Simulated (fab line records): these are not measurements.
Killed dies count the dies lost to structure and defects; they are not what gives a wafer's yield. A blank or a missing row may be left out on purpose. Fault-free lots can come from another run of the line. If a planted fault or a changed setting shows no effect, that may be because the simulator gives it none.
Split-lot experiment | flow n5-finfet | on a route of 1938 steps: 7 lots, 21 wafers read

## THE SPLIT
At N5_BEOL_M12_EXPOSE_07 (exposes mask V11), the setting dose-mj was moved away from the recipe's 32.5 on 7 of the 21 wafers read, by -5.4% to +7.4%. All remaining wafers had this setting at the recipe value.

## FROM THE SPLIT TO THE READING: what the file shows between them, 3 steps
- N5_BEOL_M12_PEB_08: peb time 90 s
- N5_BEOL_M12_DEVELOP_09: develop time 45 s
- N5_BEOL_M12_HARDBAKE_14: time 120 s

## THE READING
At N5_BEOL_M12_CD_MEAS_10: cd-nm in nanometres, against a target cd of 140 nm. Typical for fault-free wafers on this fab line: 140.0 nm, with standard deviation 1.4 nm.

wafer  | tool, chamber at the split | dose-mj as run | against the recipe | cd-nm, nm | against lot-mates on the recipe
L079.1 | krf-scanner-02, 0          | 32.5           | recipe             | 141.3     | -
L079.5 | krf-scanner-02, 0          | 34.37          | +5.8%              | 145.9     | +4.6
L079.6 | krf-scanner-02, 0          | 34.37          | +5.8%              | 145.2     | +3.9
L084.4 | krf-scanner-01, 0          | 32.5           | recipe             | 137.7     | -
L084.5 | krf-scanner-01, 0          | 30.76          | -5.4%              | 134.4     | -3.3
L084.6 | krf-scanner-01, 0          | 30.76          | -5.4%              | 132.7     | -5.0
L087.2 | krf-scanner-01, 0          | 34.63          | +6.6%              | 148.4     | +10.9
L087.4 | krf-scanner-01, 0          | 32.5           | recipe             | 137.5     | -
L087.5 | krf-scanner-01, 0          | 34.63          | +6.6%              | 149.5     | +12.0
L089.1 | krf-scanner-02, 0          | 32.5           | recipe             | 138.9     | -
L089.3 | krf-scanner-02, 0          | 32.5           | recipe             | 140.5     | -
L089.6 | krf-scanner-02, 0          | 32.5           | recipe             | 140.7     | -
L091.3 | krf-scanner-02, 0          | 32.5           | recipe             | 139.7     | -
L091.4 | krf-scanner-02, 0          | 32.5           | recipe             | 137.0     | -
L091.6 | krf-scanner-02, 0          | 32.5           | recipe             | 139.3     | -
L093.3 | krf-scanner-02, 0          | 32.5           | recipe             | 141.9     | -
L093.5 | krf-scanner-02, 0          | 34.89          | +7.4%              | 146.9     | +5.5
L093.6 | krf-scanner-02, 0          | 32.5           | recipe             | 140.9     | -
L092.2 | krf-scanner-01, 0          | 32.5           | recipe             | 137.8     | -
L092.4 | krf-scanner-01, 0          | 32.5           | recipe             | 139.0     | -
L092.6 | krf-scanner-01, 0          | 32.5           | recipe             | 139.9     | -

FIT RESULTS
A straight line over all 21 wafers: cd-nm changes by +1.18 nm for each +1% of dose-mj; r = +0.94; the points scatter about the line by 1.5 nm.
The same after taking each lot's own level away (the mean of its wafers on the recipe; 21 wafers): +1.05 nm for each +1%; r = +0.89; scatter 1.9 nm.
On that fit, the largest move of dose-mj shifts the reading by 7.7 nm.
Across the lots, their own levels run from 137.50 to 141.40 nm, a range of 2.8 times the standard deviation given above.
So the slope is not independent of the lot-to-lot level: the two fits are not the same.
Check: with one of the wafers moved furthest among these (+7.4%) left out of the fit, the line predicts +8.73 nm for it against its lot-mates. Against them it came out at +5.5 nm.

## OTHER SPLITS ON THESE WAFERS
These wafers also went through other splits before the reading. Each is held against what the fit with the lots' levels taken away leaves over:
other split on the same wafers | wafers away from the commonest value | r with cd-nm (lot level and that fit taken away)
N5_BEOL_M11_ILD_DEP_00 time-s  | 10                                   | +0.25
N5_BEOL_M11_COAT_59 spin-rpm   | 6                                    | +0.37

## FILE'S OWN FIT
cd-nm changes by +1.03 nm for each +1% of dose-mj, r = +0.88.
